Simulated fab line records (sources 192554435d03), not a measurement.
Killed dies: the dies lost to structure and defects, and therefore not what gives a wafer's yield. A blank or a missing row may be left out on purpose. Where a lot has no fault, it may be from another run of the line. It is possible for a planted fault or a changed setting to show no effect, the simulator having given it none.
Chamber matching :: flow n5-finfet :: cvd-co-01 running N5_BEOL_M1_CO_CAP_55: 3 sister chambers
The step material Co, precursor CCTBA/H2, target thk 2 nm, time 102.1 s. 3 wafers are shown with their chamber, then 12 later ones without.

== WAFERS WITH THEIR CHAMBER ==
wafer: L090.2
chamber: 1
heater-power-outer-w (W): 112

wafer: L091.5
chamber: 0
heater-power-outer-w (W): 120

wafer: L091.6
chamber: 2
heater-power-outer-w (W): 138

== WAFERS WHOSE CHAMBER IS MISSING ==
wafer: L092.1
heater-power-outer-w (W): 139

wafer: L092.3
heater-power-outer-w (W): 109

wafer: L092.4
heater-power-outer-w (W): 140

wafer: L094.2
heater-power-outer-w (W): 112

wafer: L094.3
heater-power-outer-w (W): 139

wafer: L094.5
heater-power-outer-w (W): 139

wafer: L095.1
heater-power-outer-w (W): 108

wafer: L095.4
heater-power-outer-w (W): 109

wafer: L095.6
heater-power-outer-w (W): 143

wafer: L097.2
heater-power-outer-w (W): 139

wafer: L097.5
heater-power-outer-w (W): 139

wafer: L097.6
heater-power-outer-w (W): 110

== THE CHAMBER EACH PASSED THROUGH ==
wafer: L092.1
from the rows above: 2
in truth: 2

wafer: L092.3
from the rows above: 1
in truth: 1

wafer: L092.4
from the rows above: 2
in truth: 2

wafer: L094.2
from the rows above: 1
in truth: 1

wafer: L094.3
from the rows above: 2
in truth: 2

wafer: L094.5
from the rows above: 2
in truth: 2

wafer: L095.1
from the rows above: 1
in truth: 1

wafer: L095.4
from the rows above: 1
in truth: 1

wafer: L095.6
from the rows above: 2
in truth: 2

wafer: L097.2
from the rows above: 2
in truth: 2

wafer: L097.5
from the rows above: 2
in truth: 2

wafer: L097.6
from the rows above: 1
in truth: 1
Correct placement for 12 of the 12. Left unplaced by these rows: 0. Placed wrongly: 0.
How it was worked out, from the rows above alone: a wafer's distance from a chamber is the root of the sum, over the readings, of the square of ((its reading less the chamber's mean) divided by the reading's scatter). The wafer belongs to the nearest chamber; if the next one is less than 2 further off, it can't be placed. For every chamber, the mean is computed from those of its wafers that are shown. The scatter (one wafer shown for each chamber): square how far every hidden wafer sits from the nearest shown wafer, average those squares and take the square root.
